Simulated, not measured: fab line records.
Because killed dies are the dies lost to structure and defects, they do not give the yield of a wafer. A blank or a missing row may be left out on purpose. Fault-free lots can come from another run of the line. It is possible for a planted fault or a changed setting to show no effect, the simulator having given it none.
Which tool was responsible?	flow n5_finfet	10 lots with 30 wafers sampled at 2 steps, on a route of 1938 steps

== WHAT THE GAUGES SHOWED, per wafer ==
N5_MIM_TOP_LITHO_CD_MEAS_08 targets a cd of 2000 nm.
lot	measured	on	cd_nm (nm)
L755	day 13 13:27	cd_sem-03	2000.6 1999.6 2000.7
L754	day 13 19:14	cd_sem-01	2002.3 2001.9 2002.2
L758	day 14 00:17	cd_sem-03	2005.0 2004.1 2003.4
L757	day 14 01:54	cd_sem-02	1999.8 2000.1 2000.4
L761	day 14 18:55	cd_sem-03	2000.5 1999.6 2001.4
L765	day 16 06:31	cd_sem-02	2002.8 2002.3 2002.0
L773	day 17 22:21	cd_sem-03	2001.4 2002.3 1998.5
L774	day 18 19:46	cd_sem-01	2000.6 2000.9 1999.4
L775	day 19 00:11	cd_sem-01	2001.6 2002.4 2000.5
L776	day 19 03:08	cd_sem-02	2003.1 2003.9 2001.6

== EACH LOT AND THE TOOL THAT RAN IT (in order: tool; ch and the chambers of the sampled wafers; start) ==
lot	N5_MIM_TOP_ALD_01
L755	ald_hk-01 ch 0,1, day 13 13:27 or earlier
L754	ald_hk-03 ch 1,2,3, day 13 19:14 or earlier
L758	ald_hk-03 ch 0,1,2, day 14 00:17 or earlier
L757	ald_hk-02 ch 0,2, day 14 01:54 or earlier
L761	ald_hk-02 ch 0,1,3, day 14 18:55 or earlier
L765	ald_hk-01 ch 0,1,3, day 16 06:31 or earlier
L773	ald_hk-01 ch 1,3, day 17 22:21 or earlier
L774	ald_hk-02 ch 0,1,3, day 18 19:46 or earlier
L775	ald_hk-03 ch 0,1,2, day 19 00:11 or earlier
L776	ald_hk-02 ch 1,2, day 19 03:08 or earlier
- N5_MIM_TOP_ALD_01: deposits HfO2, target thk 5.6 nm, pulse time 1 s, purge time 3 s.

== THE ANSWER, worked out from the rows above alone ==
Rule: what is usual is taken from the lots themselves. The widest of any qualifying gaps counts: lots, ordered by their means at a reading, are off when they make up no more than a third of the lots, leave a main group of 4 or more, and stand apart from it by 3 or more times the standard deviation of that group's means. If all means in a main group match to the digits the tables above print for the reading, that group is not used. Also off: a lot with no number at a reading for which 4 or more lots have one. All remaining lots with rows at the step are treated as sound.
No lot is off on any of the readings shown, so nothing can be concluded from this.

== WHAT WAS PUT IN BY THE SIMULATOR ==
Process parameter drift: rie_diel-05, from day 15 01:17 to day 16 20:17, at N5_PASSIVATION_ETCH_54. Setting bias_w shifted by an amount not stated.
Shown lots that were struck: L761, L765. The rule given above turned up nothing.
